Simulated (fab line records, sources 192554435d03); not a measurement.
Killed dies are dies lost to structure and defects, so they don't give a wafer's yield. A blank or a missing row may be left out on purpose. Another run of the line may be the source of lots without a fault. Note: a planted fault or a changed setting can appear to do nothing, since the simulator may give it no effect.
One fault seen from 2 desks || flow n5-finfet || each desk holds nothing but its own numbers, with what lay behind them at the end

## AT THE METROLOGY DESK
Means of the sampled wafers that have a number, per lot and without regard to the tool the lot ran on: this is what the gauges read. Any lot whose mean is over 4 standard deviations away from the usual mean is out of limits and marked OUT; that distance is given in the brackets.
Columns: A = cd-nm at N5_BEOL_M12_CD_MEAS_10, usual 141.0 nm; B = M12_OVL at N5_BEOL_M12_OVL_MEAS_29, usual 3 nm
{"lot": "L493", "first seen here": "day 10 21:12", "A": 140.5, "B": 2}
{"lot": "L492", "first seen here": "day 11 09:25", "A": 139.8, "B": -9}
{"lot": "L494", "first seen here": "day 11 10:58", "A": 139.6, "B": -1}
{"lot": "L496", "first seen here": "day 12 04:05", "A": 142.4, "B": 3}
{"lot": "L497", "first seen here": "day 12 08:37", "A": 145.0, "B": 2}
{"lot": "L499", "first seen here": "day 12 18:32", "A": 141.3, "B": -4}
{"lot": "L501", "first seen here": "day 13 08:52", "A": 142.6, "B": 0}
{"lot": "L506", "first seen here": "day 14 22:23", "A": 139.4, "B": 5}
{"lot": "L509", "first seen here": "day 15 12:48", "A": 142.6, "B": 13}
{"lot": "L512", "first seen here": "day 15 21:16", "A": 139.7, "B": -3}
{"lot": "L511", "first seen here": "day 16 05:58", "A": 142.3, "B": 1}
{"lot": "L513", "first seen here": "day 16 20:46", "A": 143.6, "B": -1}
This desk's verdict: no lot among the 12 shows anything out of limits.

## AT THE TOOL OWNER'S DESK: litho-track-04
The tool's own readings at N5_BEOL_M12_COAT_66 (time 60 s, resist thk 110 nm): means of the sampled wafers that have a number, for each lot that ran on this tool. Any lot whose mean is over 4 standard deviations away from the usual mean is out of limits and marked OUT; that distance is given in the brackets.
Columns: A = heater-power-total-W at N5_BEOL_M12_COAT_66, usual 427.6 W; B = plate-temp-C at N5_BEOL_M12_COAT_66, usual 219.98 C
{"lot": "L494", "first seen here": "day 11 11:35", "A": 427.9, "B": 220.07}
{"lot": "L499", "first seen here": "day 12 19:16", "A": 428.4, "B": 219.78}
{"lot": "L506", "first seen here": "day 14 23:02", "A": "442.3 (+7.3) OUT", "B": "226.22 (+39) OUT"}
{"lot": "L509", "first seen here": "day 15 13:25", "A": "442.5 (+7.4) OUT", "B": "226.53 (+41) OUT"}
This desk finds L506, L509 out of limits, L506 being first, at day 14 23:02 (heater-power-total-W at N5_BEOL_M12_COAT_66). Within limits: L494, L499.

## TAKEN TOGETHER
On L506, L509, at day 14 23:02, an alarm was possible from the tool owner's desk.
The metrology desk saw nothing out of limits.
The metrology desk has L506, L509 on record, within its limits.
N5_BEOL_M12_COAT_66 was run on litho-track-04 by each of the lots named.

## WHAT THE SIMULATOR HAD PUT IN
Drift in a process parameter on litho-track-04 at N5_BEOL_M12_COAT_66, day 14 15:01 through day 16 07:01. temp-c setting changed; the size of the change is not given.
Lots struck among those shown: L506, L509.
Each desk's first reading out of limits, in hours after the fault started: the tool owner's desk, 8.
